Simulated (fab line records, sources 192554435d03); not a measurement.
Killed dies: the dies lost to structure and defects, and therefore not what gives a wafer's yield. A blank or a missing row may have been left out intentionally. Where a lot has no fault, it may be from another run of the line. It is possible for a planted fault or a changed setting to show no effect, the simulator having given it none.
Split-lot experiment / flow n5_finfet / 21 wafers read across 7 lots, on a route 1938 steps long

== ABOUT THE SPLIT ==
At N5_FIN_CUT_COAT_19 (time 60 s, resist thk 20 nm), the setting spin_rpm was moved away from the recipe's 1500 rpm on 2 of the 21 wafers read, by -9.2% to +3.4%. For the rest of the wafers, this setting stayed at what the recipe calls for.

== FROM THE SPLIT TO THE READING: what the file shows between them, 5 steps ==
- N5_FIN_CUT_COAT_29: time 60 s, resist thk 10 nm
- N5_FIN_CUT_COAT_02: resist thk 30 nm
- N5_FIN_CUT_DESCUM_13: chemistry O2, time 7 s
- N5_FIN_CUT_ETCH_30: etches underlayer in N2/H2, target depth 13 nm, time 10.4 s
- N5_FIN_CUT_ETCH_20: etches SiARC in CF4, target depth 26 nm, time 43.3 s

== THE READING ==
SiARC_of_FIN_CUT_COAT_19.thk_nm (the simulator's own value, which no gauge read), in nm, at N5_FIN_CUT_ETCH_21 (etches SOC in N2/H2, target depth 219 nm, overetch 43.8 nm, time 523.5 s). There is no usual value for it anywhere in the file. Average 11.8 nm, standard deviation 0.17 nm, over the 19 wafers here run with the recipe.

wafer=L079.1; tool, chamber at the split=litho_track-04, 0; spin_rpm as run, rpm=1500; against the recipe=recipe; SiARC_of_FIN_CUT_COAT_19.thk_nm, nm=12; against lot-mates on the recipe=-
wafer=L079.4; tool, chamber at the split=litho_track-04, 0; spin_rpm as run, rpm=1500; against the recipe=recipe; SiARC_of_FIN_CUT_COAT_19.thk_nm, nm=11.8; against lot-mates on the recipe=-
wafer=L079.6; tool, chamber at the split=litho_track-04, 0; spin_rpm as run, rpm=1500; against the recipe=recipe; SiARC_of_FIN_CUT_COAT_19.thk_nm, nm=11.8; against lot-mates on the recipe=-
wafer=L080.2; tool, chamber at the split=litho_track-05, 0; spin_rpm as run, rpm=1362; against the recipe=-9.2%; SiARC_of_FIN_CUT_COAT_19.thk_nm, nm=12.8; against lot-mates on the recipe=+1.0
wafer=L080.3; tool, chamber at the split=litho_track-05, 0; spin_rpm as run, rpm=1500; against the recipe=recipe; SiARC_of_FIN_CUT_COAT_19.thk_nm, nm=11.8; against lot-mates on the recipe=-
wafer=L080.6; tool, chamber at the split=litho_track-05, 0; spin_rpm as run, rpm=1500; against the recipe=recipe; SiARC_of_FIN_CUT_COAT_19.thk_nm, nm=11.8; against lot-mates on the recipe=-
wafer=L083.2; tool, chamber at the split=litho_track-05, 0; spin_rpm as run, rpm=1500; against the recipe=recipe; SiARC_of_FIN_CUT_COAT_19.thk_nm, nm=11.4; against lot-mates on the recipe=-
wafer=L083.3; tool, chamber at the split=litho_track-05, 0; spin_rpm as run, rpm=1500; against the recipe=recipe; SiARC_of_FIN_CUT_COAT_19.thk_nm, nm=11.6; against lot-mates on the recipe=-
wafer=L083.4; tool, chamber at the split=litho_track-05, 0; spin_rpm as run, rpm=1500; against the recipe=recipe; SiARC_of_FIN_CUT_COAT_19.thk_nm, nm=11.6; against lot-mates on the recipe=-
wafer=L086.4; tool, chamber at the split=litho_track-04, 0; spin_rpm as run, rpm=1500; against the recipe=recipe; SiARC_of_FIN_CUT_COAT_19.thk_nm, nm=12; against lot-mates on the recipe=-
wafer=L086.5; tool, chamber at the split=litho_track-04, 0; spin_rpm as run, rpm=1551; against the recipe=+3.4%; SiARC_of_FIN_CUT_COAT_19.thk_nm, nm=11.2; against lot-mates on the recipe=-0.7
wafer=L086.6; tool, chamber at the split=litho_track-04, 0; spin_rpm as run, rpm=1500; against the recipe=recipe; SiARC_of_FIN_CUT_COAT_19.thk_nm, nm=11.8; against lot-mates on the recipe=-
wafer=L088.1; tool, chamber at the split=litho_track-05, 0; spin_rpm as run, rpm=1500; against the recipe=recipe; SiARC_of_FIN_CUT_COAT_19.thk_nm, nm=12; against lot-mates on the recipe=-
wafer=L088.6; tool, chamber at the split=litho_track-05, 0; spin_rpm as run, rpm=1500; against the recipe=recipe; SiARC_of_FIN_CUT_COAT_19.thk_nm, nm=12; against lot-mates on the recipe=-
wafer=L088.4; tool, chamber at the split=litho_track-05, 0; spin_rpm as run, rpm=1500; against the recipe=recipe; SiARC_of_FIN_CUT_COAT_19.thk_nm, nm=11.8; against lot-mates on the recipe=-
wafer=L089.4; tool, chamber at the split=litho_track-04, 0; spin_rpm as run, rpm=1500; against the recipe=recipe; SiARC_of_FIN_CUT_COAT_19.thk_nm, nm=11.8; against lot-mates on the recipe=-
wafer=L089.5; tool, chamber at the split=litho_track-04, 0; spin_rpm as run, rpm=1500; against the recipe=recipe; SiARC_of_FIN_CUT_COAT_19.thk_nm, nm=12; against lot-mates on the recipe=-
wafer=L089.6; tool, chamber at the split=litho_track-04, 0; spin_rpm as run, rpm=1500; against the recipe=recipe; SiARC_of_FIN_CUT_COAT_19.thk_nm, nm=12; against lot-mates on the recipe=-
wafer=L094.2; tool, chamber at the split=litho_track-05, 0; spin_rpm as run, rpm=1500; against the recipe=recipe; SiARC_of_FIN_CUT_COAT_19.thk_nm, nm=11.6; against lot-mates on the recipe=-
wafer=L094.3; tool, chamber at the split=litho_track-05, 0; spin_rpm as run, rpm=1500; against the recipe=recipe; SiARC_of_FIN_CUT_COAT_19.thk_nm, nm=11.8; against lot-mates on the recipe=-
wafer=L094.6; tool, chamber at the split=litho_track-05, 0; spin_rpm as run, rpm=1500; against the recipe=recipe; SiARC_of_FIN_CUT_COAT_19.thk_nm, nm=11.8; against lot-mates on the recipe=-

THE FIT
A straight line over all 21 wafers: SiARC_of_FIN_CUT_COAT_19.thk_nm changes by -0.117 nm for each +1% of spin_rpm; r = -0.83; the points scatter about the line by 0.17 nm.
The same after taking each lot's own level away (the mean of its wafers on the recipe; 21 wafers): -0.122 nm for each +1%; r = -0.92; scatter 0.11 nm.
The reading moves by 1.1 nm for the largest change in spin_rpm, on that fit.
The lots' own levels span 11.53 to 11.93 nm, that is 2.4 times the standard deviation above.
The two slopes agree, so the slope changes little with the lot-to-lot level.
Check: with one of the wafers moved furthest among these (-9.2%) left out of the fit, the line predicts +1.89 nm for it against its lot-mates. It came out at +1 nm against them.

== FURTHER SPLITS ON THESE WAFERS ==
Other splits were also applied to these wafers ahead of the reading. Each is held against what the fit with the lots' levels taken away leaves over:
other split on the same wafers=N5_ZERO_LAYER_PECVD_02 time_s; wafers away from the commonest value=7; r with SiARC_of_FIN_CUT_COAT_19.thk_nm (lot level and that fit taken away)=-0.10
other split on the same wafers=N5_WELL_APT_PEB_06 peb_temp_c; wafers away from the commonest value=8; r with SiARC_of_FIN_CUT_COAT_19.thk_nm (lot level and that fit taken away)=-0.15
other split on the same wafers=N5_WELL_APT_DEVELOP_07 develop_time_s; wafers away from the commonest value=8; r with SiARC_of_FIN_CUT_COAT_19.thk_nm (lot level and that fit taken away)=-0.08
other split on the same wafers=N5_FIN_SAQP_FIN_ETCH_36 bias_w; wafers away from the commonest value=6; r with SiARC_of_FIN_CUT_COAT_19.thk_nm (lot level and that fit taken away)=-0.36

== THE WHOLE CHAIN: every reading that the file lists as answering this split, in the file's order ==
step=N5_FIN_CUT_COAT_19; what it does=time 60 s, resist thk 20 nm; reading=SiARC_of_FIN_CUT_COAT_19.thk_nm (the simulator's own value, which no gauge read); change (the file's fit)=-0.0906 nm for each +1% of the setting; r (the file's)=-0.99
step=N5_FIN_CUT_ETCH_20; what it does=etches SiARC in CF4, target depth 26 nm, time 43.3 s; reading=etch.depth_nm (the simulator's own value, which no gauge read); change (the file's fit)=-0.103 nm for each +1% of the setting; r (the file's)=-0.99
step=N5_FIN_CUT_ETCH_21; what it does=etches SOC in N2/H2, target depth 219 nm, overetch 43.8 nm, time 523.5 s; reading=SiARC_of_FIN_CUT_COAT_19.thk_nm (the simulator's own value, which no gauge read); change (the file's fit)=-0.12 nm for each +1% of the setting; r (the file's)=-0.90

== THE FILE'S OWN FIT ==
SiARC_of_FIN_CUT_COAT_19.thk_nm changes by -0.12 nm for each +1% of spin_rpm, r = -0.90.
